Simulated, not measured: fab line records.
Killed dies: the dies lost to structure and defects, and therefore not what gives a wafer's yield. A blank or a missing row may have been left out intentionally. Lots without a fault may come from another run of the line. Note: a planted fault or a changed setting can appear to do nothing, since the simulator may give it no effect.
3 desks looking at one fault :: flow n5Finfet :: each desk has only its own numbers; what lay behind them comes last

## TOOL OWNER'S DESK, pecvd-01
The tool's own readings at N5_PASSIVATION_PECVD_53 (deposits SiO2 from TEOS/O2, target thk 800 nm, time 169.4 s): means of the sampled wafers that have a number, for each lot that ran on this tool. If a lot's mean is further than 4 standard deviations from the usual mean, the lot is out of limits and carries the mark OUT (the distance appears in the brackets).
Columns: A = runLengthS at N5_PASSIVATION_PECVD_53, usual 197.5 s
lot: L361
first seen here: day 12 09:59
A: 197.9

lot: L373
first seen here: day 14 21:28
A: 166.2 (-52) OUT

lot: L372
first seen here: day 15 11:27
A: 166.0 (-52) OUT
This desk's finding: out of limits on L372, L373; first on L373, day 14 21:28 (runLengthS at N5_PASSIVATION_PECVD_53). L361: within limits.

## THE DEFECT DESK
What the inspections along the route counted, lot by lot: means of the sampled wafers that have a number. If a lot's mean is further than 4 standard deviations from the usual mean, the lot is out of limits and carries the mark OUT (the distance appears in the brackets).
Columns: A = rawDefectCount at N5_PASSIVATION_INSPECT_64, usual 2.3
lot: L361
first seen here: day 12 08:51
A: 2.0

lot: L365
first seen here: day 13 01:49
A: 2.0

lot: L373
first seen here: day 14 20:17
A: 2.3

lot: L372
first seen here: day 15 10:15
A: 3.0

lot: L381
first seen here: day 17 03:28
A: 1.3

lot: L383
first seen here: day 17 13:47
A: 1.3
Finding of this desk: none of the 6 lots has anything out of limits.

## FROM THE METROLOGY DESK
Lot by lot, what the gauges showed, no matter which tool ran the lot: averages of those sampled wafers that carry a number. If a lot's mean is further than 4 standard deviations from the usual mean, the lot is out of limits and carries the mark OUT (the distance appears in the brackets).
Columns: A = cdNm at N5_PASSIVATION_CD_MEAS_30, usual 4000.9 nm; B = PAD_OVL at N5_PASSIVATION_OVL_MEAS_63, usual -4 nm
lot: L361
first seen here: day 12 08:48
A: 4001.9
B: -2

lot: L365
first seen here: day 13 01:46
A: 4003.4
B: -10

lot: L373
first seen here: day 14 20:14
A: 4004.0
B: 7

lot: L372
first seen here: day 15 10:12
A: 3997.9
B: -10

lot: L381
first seen here: day 17 03:25
A: 3999.4
B: -3

lot: L383
first seen here: day 17 13:44
A: 3999.1
B: -8
Finding of this desk: none of the 6 lots has anything out of limits.

## PUT TOGETHER
An alarm could have come from the tool owner's desk at day 14 21:28, on L372, L373.
Nothing the defect desk looked at was out of limits.
Nothing out of limits was seen by the metrology desk.
The defect desk has L372, L373 on record, within its limits.
The metrology desk holds a record of L372, L373, inside its limits.
Every lot named ran N5_PASSIVATION_PECVD_53 on pecvd-01.

## WHAT THE SIMULATOR PUT IN
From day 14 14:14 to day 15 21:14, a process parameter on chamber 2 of pecvd-01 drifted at N5_PASSIVATION_PECVD_53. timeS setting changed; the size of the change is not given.
Shown lots that were struck: L372, L373.
How many hours passed from the start of the fault until each desk's first out-of-limits reading: the tool owner's desk, 7.
